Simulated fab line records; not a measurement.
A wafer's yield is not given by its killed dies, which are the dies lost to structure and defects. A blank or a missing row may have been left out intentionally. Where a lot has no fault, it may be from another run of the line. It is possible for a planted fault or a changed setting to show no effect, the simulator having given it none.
fab line records	flow n5-finfet
record lots=11	wafers=31	last-day=17
route steps=1938 shown BEOL_M8@1371
lots untouched by any fault: they come from a run of this same line in which no faults occurred
start-h: hours from the record's first day to the start of the lot's first wafer shown	wait-h: hours since the lot's step before	" identical to the entry in the row above	L1.1+2: a single row standing in for several wafers	- no value, or no start given	* or withheld: withheld	< > ~ a bound
route shown NAME@n: a module of which the file shows steps, and the number in the route of the first	usual: average and standard deviation across the fault-free wafers	same: alike in all rows	chamber/n: place in a boat	sites: each site's reading	_std_site: the values' standard deviation	_edge_site: inner sites' mean taken away from outer sites' mean	radius-mm: how far each site lies from the wafer's centre	mask NAME#n: copy n	behind: the most recent tool/chamber to have shaped the wafer	hold: why the lot was held/for how many hours/how that ended	device: the n, p or np transistor that did not switch	end of line: the same wafers' tests at the end of the route	where a step has no rows: the recipe by itself	killed: count of dies lost to structure and defects at first sort (not the wafer's yield)	map: the dies of a wafer, with x for killed, . for not killed, _ for no die there
set.NAME: setting as actually run; set.NAME@STEP: the setting as run at that earlier step	model.NAME: the simulator's own value behind a step, which no gauge read
the route's steps for a sample of lots (tables are steps, rows are wafers)
services: the hour from which a tool's chamber was out of use, counted from the record's first day as start-h (under 0 if before that day), plus the number of hours and why
## steps
# step N5_BEOL_M8_ETCH_66
# recipe chemistry=N2/H2	target=SOC	target-depth-a=800	overetch-a=160	mask-material=SiARC	temp-c=40	time-s=120	ion-energy-ev=200	pressure-mtorr=30	source-w=840	bias-w=150	n2-flow-sccm=200	h2-flow-sccm=200
# usual drypump-motor-current-A=5.5/0.45	oes-product-au=0.60/0.058	rf-vpp-V=523.8/2.5	showerhead-plenum-p-Torr=2.53/0.085	throttle-valve-pct=17.9/0.3
lot.wafer	tool	chamber	start-h	wait-h	drypump-motor-current-A	oes-product-au	rf-hours-counter-h	rf-vpp-V	showerhead-plenum-p-Torr	throttle-valve-pct
L730.1	rie-diel-02	0	195.96	0.0	5.6	0.57	180	523.6	2.52	18.0
L730.5	"	3	"	"	4.9	0.57	-	522.2	2.54	17.9
L730.6	"	2	"	"	5.0	0.56	-	520.8	2.42	18.1
L731.1	rie-diel-01	3	210.22	0.0	6.2	0.61	108	527.8	2.67	18.3
L731.2	"	2	"	"	5.6	0.68	38	528.0	2.70	17.3
L731.4	"	1	"	"	6.1	0.59	128	522.4	2.44	18.0
L733.1	rie-diel-01	3	221.06	0.0	6.2	0.62	112	529.6	2.67	18.3
L733.2	"	1	"	"	6.1	0.58	131	522.1	2.44	18.0
L733.6	"	0	"	"	5.9	0.71	-	524.7	2.60	17.6
L734.1	rie-diel-01	2	221.54	0.0	5.6	0.67	42	527.8	2.69	17.3
L734.4	"	1	"	"	6.1	0.58	132	522.3	2.44	18.0
L734.6	"	3	"	"	6.2	0.61	-	528.0	2.67	18.3
L735.4	rie-diel-02	0	228.39	0.0	5.6	0.57	191	523.7	2.51	18.0
L735.5	"	1	"	"	5.4	0.67	-	523.2	2.48	17.5
L735.6	"	2	"	"	5.0	0.54	-	519.7	2.42	18.2
L738.2	rie-diel-04	0	245.12	0.0	5.5	0.66	59	524.8	2.58	18.0
L738.3	"	2	"	"	5.6	0.66	44	526.3	2.60	18.2
L738.6	"	2	"	"	5.7	0.67	-	524.7	2.60	18.2
L745.1	rie-diel-01	1	295.89	0.0	6.1	0.56	164	521.7	2.43	18.1
L745.4	"	1	"	"	6.1	0.56	-	521.2	2.43	18.1
L746.2	rie-diel-04	2	301.75	0.0	5.7	0.64	65	525.4	2.59	18.2
L746.5	"	3	"	"	5.4	0.59	-	523.8	2.55	18.0
L749.1	rie-diel-04	0	308.31	0.0	5.5	0.63	82	525.1	2.57	18.0
L749.4	"	1	"	"	4.8	0.69	18	522.0	2.48	17.5
L749.6	"	1	"	"	4.7	0.69	-	522.0	2.48	17.5
L748.1	rie-diel-02	1	314.39	0.0	5.4	0.65	61	520.9	2.47	17.5
L748.3	"	3	"	"	4.9	0.54	206	523.5	2.52	18.0
L748.6	"	0	"	"	5.6	0.55	-	523.6	2.50	18.1
L753.3	rie-diel-01	3	335.20	0.0	6.2	0.58	157	525.7	2.65	18.4
L753.4	"	1	"	"	6.1	0.55	179	521.1	2.42	18.1
L753.6	"	3	"	"	6.2	0.59	-	527.2	2.65	18.4
# step N5_BEOL_M8_TRENCH_ETCH_37
# recipe chemistry=C4F6/O2	target-depth-a=934.78	target=SiCOH_lowk	time-s=31.2	ion-energy-ev=250	pressure-mtorr=30	source-w=345	bias-w=185	Ar_flow_sccm=300	C4F6_flow_sccm=10	O2_flow_sccm=10
# usual drypump-motor-current-A=5.5/0.45	oes-product-au=0.79/0.08	rf-vpp-V=667/8.3	showerhead-plenum-p-Torr=2.84/0.086	throttle-valve-pct=21.05/0.27
lot.wafer	tool	chamber	start-h	wait-h	drypump-motor-current-A	oes-product-au	rf-hours-counter-h	rf-vpp-V	showerhead-plenum-p-Torr	throttle-valve-pct
L730.1	rie-diel-02	0	-	-	5.6	0.74	180	658	2.84	21.26
L730.5	"	3	"	"	4.9	0.73	-	675	2.85	20.96
L730.6	"	2	"	"	5.0	0.71	-	656	2.73	21.31
L731.1	rie-diel-01	3	-	-	6.2	0.81	109	672	2.97	21.29
L731.2	"	2	"	"	5.6	0.89	38	681	3.00	20.44
L731.4	"	1	"	"	6.1	0.76	128	659	2.74	21.21
L733.1	rie-diel-01	3	-	-	6.2	0.80	112	672	2.97	21.32
L733.2	"	1	"	"	6.1	0.77	131	657	2.74	21.20
L733.6	"	0	"	"	5.9	0.94	-	667	2.91	20.74
L734.1	rie-diel-01	2	-	-	5.6	0.88	42	681	3.00	20.46
L734.4	"	1	"	"	6.1	0.76	132	660	2.74	21.20
L734.6	"	3	"	"	6.2	0.80	-	672	2.97	21.30
L735.4	rie-diel-02	0	-	-	5.6	0.74	191	658	2.83	21.28
L735.5	"	1	"	"	5.3	0.88	-	672	2.78	20.71
L735.6	"	2	"	"	5.0	0.70	-	657	2.72	21.33
L738.2	rie-diel-04	0	-	-	5.5	0.88	59	678	2.89	21.12
L738.3	"	2	"	"	5.7	0.88	44	661	2.88	21.11
L738.6	"	2	"	"	5.7	0.88	-	661	2.88	21.12
L745.1	rie-diel-01	1	-	-	6.1	0.73	164	658	2.73	21.24
L745.4	"	1	"	"	6.1	0.73	-	658	2.73	21.24
L746.2	rie-diel-04	2	-	-	5.7	0.84	65	660	2.87	21.15
L746.5	"	3	"	"	5.4	0.76	-	658	2.86	21.10
L749.1	rie-diel-04	0	-	-	5.5	0.85	82	678	2.88	21.13
L749.4	"	1	"	"	4.7	0.92	18	666	2.79	20.82
L749.6	"	1	"	"	4.7	0.91	-	666	2.79	20.82
L748.1	rie-diel-02	1	-	-	5.4	0.84	61	673	2.77	20.75
L748.3	"	3	"	"	4.9	0.70	206	675	2.83	21.03
L748.6	"	0	"	"	5.6	0.71	-	658	2.82	21.31
L753.3	rie-diel-01	3	-	-	6.2	0.76	157	671	2.95	21.38
L753.4	"	1	"	"	6.1	0.72	179	658	2.72	21.25
L753.6	"	3	"	"	6.2	0.76	-	671	2.95	21.37
# step N5_BEOL_M8_DEGAS_44
# recipe ambient=vacuum	temp-c=250	time-s=60
# usual heater-power-w=312/20
lot.wafer	tool	chamber	start-h	wait-h	heater-power-w
L730.1	pvd-sputter-02	-	197.00	0.4	332
L730.5	"	-	"	"	326
L730.6	"	-	"	"	336
L731.1	pvd-sputter-01	-	212.62	1.8	325
L731.2	"	-	"	"	323
L731.4	"	-	"	"	327
L733.1	pvd-sputter-01	-	221.92	0.3	322
L733.2	"	-	"	"	324
L733.6	"	-	"	"	329
L734.1	pvd-sputter-03	-	222.41	0.3	296
L734.4	"	-	"	"	344
L734.6	"	-	"	"	338
L735.4	pvd-sputter-01	-	229.41	0.3	323
L735.5	"	-	"	"	318
L735.6	"	-	"	"	316
L738.2	pvd-sputter-02	-	247.36	1.6	323
L738.3	"	-	"	"	331
L738.6	"	-	"	"	328
L745.1	pvd-sputter-03	-	298.45	1.9	318
L745.4	"	-	"	"	312
L746.2	pvd-sputter-02	-	302.71	0.3	273
L746.5	"	-	"	"	296
L749.1	pvd-sputter-03	-	309.17	0.3	304
L749.4	"	-	"	"	346
L749.6	"	-	"	"	346
L748.1	pvd-sputter-02	-	316.12	1.1	297
L748.3	"	-	"	"	325
L748.6	"	-	"	"	274
L753.3	pvd-sputter-02	-	336.10	0.2	327
L753.4	"	-	"	"	333
L753.6	"	-	"	"	273
# step N5_BEOL_M8_ALD_77
# recipe material=TaN	target-thk-a=20	temp-c=275	ald-precursor-family=PDMAT	ald-co-reactant=NH3	pressure-torr=3	carrier-flow-sccm=1500	pulse-time-s=2	purge-time-s=3	co-reactant-purge-time-s=2	co-reactant-pulse-time-s=3	ald-cycles=40	precursor-vessel-temp-c=75	precursor-vessel-pressure-torr=26.25	precursor-vessel-carrier-sccm=1000
# usual ald-cycles=40/0	heater-power-w=390/33	mfc-carrier-sccm=1500/4.4
# same pulse-time-s=2
lot.wafer	tool	chamber	start-h	wait-h	ald-cycles	heater-power-w	mfc-carrier-sccm
L730.1	ald-metal-01	1	197.33	0.3	40	361	1498
L730.5	"	1	"	"	40	363	1498
L730.6	"	0	"	"	40	389	1502
L731.1	ald-metal-02	1	212.72	0.0	40	397	1501
L731.2	"	3	"	"	40	462	1498
L731.4	"	0	"	"	40	410	1498
L733.1	ald-metal-02	1	222.02	0.0	40	374	1501
L733.2	"	3	"	"	40	451	1501
L733.6	"	2	"	"	40	412	1504
L734.1	ald-metal-01	2	222.54	0.1	40	435	1486
L734.4	"	1	"	"	40	358	1495
L734.6	"	3	"	"	40	331	1501
L735.4	ald-metal-01	2	229.64	0.2	40	415	1498
L735.5	"	1	"	"	40	370	1500
L735.6	"	0	"	"	40	392	1491
L738.2	ald-metal-01	1	247.46	0.0	40	358	1501
L738.3	"	3	"	"	40	340	1502
L738.6	"	3	"	"	40	333	1501
L745.1	ald-metal-01	1	298.56	0.0	40	368	1497
L745.4	"	0	"	"	47	399	1507
L746.2	ald-metal-01	1	302.83	0.1	40	357	1502
L746.5	"	3	"	"	47	335	1502
L749.1	ald-metal-02	3	309.27	0.0	40	453	1495
L749.4	"	1	"	"	40	386	1500
L749.6	"	2	"	"	40	418	1512
L748.1	ald-metal-03	1	316.36	0.2	40	366	1503
L748.3	"	2	"	"	40	434	1502
L748.6	"	0	"	"	40	407	1505
L753.3	ald-metal-02	1	336.33	0.2	40	369	1497
L753.4	"	3	"	"	40	451	1504
L753.6	"	1	"	"	40	392	1505
## services
tool	chamber	start-h	hours	kind
rie-diel-02	0	180.49	4.4	repair
ald-metal-01	2	181.99	29.3	repair
ald-metal-03	0	184.81	18.2	repair
rie-diel-02	-	220.78	2.3	repair
ald-metal-01	3	228.46	3.6	repair
rie-diel-04	1	229.53	-	clean
rie-diel-04	1	229.53	-	consumable-replace:focus-ring
rie-diel-04	1	229.53	26.2	scheduled-down
rie-diel-04	1	229.53	26.2	vent-cycle
rie-diel-01	3	270.15	5.9	repair
rie-diel-01	2	285.76	10.5	repair
rie-diel-01	0	307.46	4.7	repair
ald-metal-03	1	313.29	-	calibration
rie-diel-01	0	314.89	13.9	repair
ald-metal-03	-	328.46	8.7	pm
rie-diel-01	1	329.92	2.2	repair
## key
first-sign step=N5_BEOL_M8_ALD_77	reading=ald-cycles	direction=up	sigmas=99+	usual=*	struck=*
effect none on later readings
met-at N5_BEOL_M8_ALD_77
struck-lots L745,L746
struck-wafers L745.4,L746.5
not-acting-at N5_BEOL_M8_ETCH_66,N5_BEOL_M8_TRENCH_ETCH_37,N5_BEOL_M8_DEGAS_44
onset-between 247.46 298.56
fault kind=process-parameter-drift	tool=ald-metal-01	chamber=-	onset-h=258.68	steps=N5_BEOL_M8_ALD_77	channel=ald-cycles	offset=*	shape=step	end-h=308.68	scope=struck-wafers-only	acts-in=*	stated=*
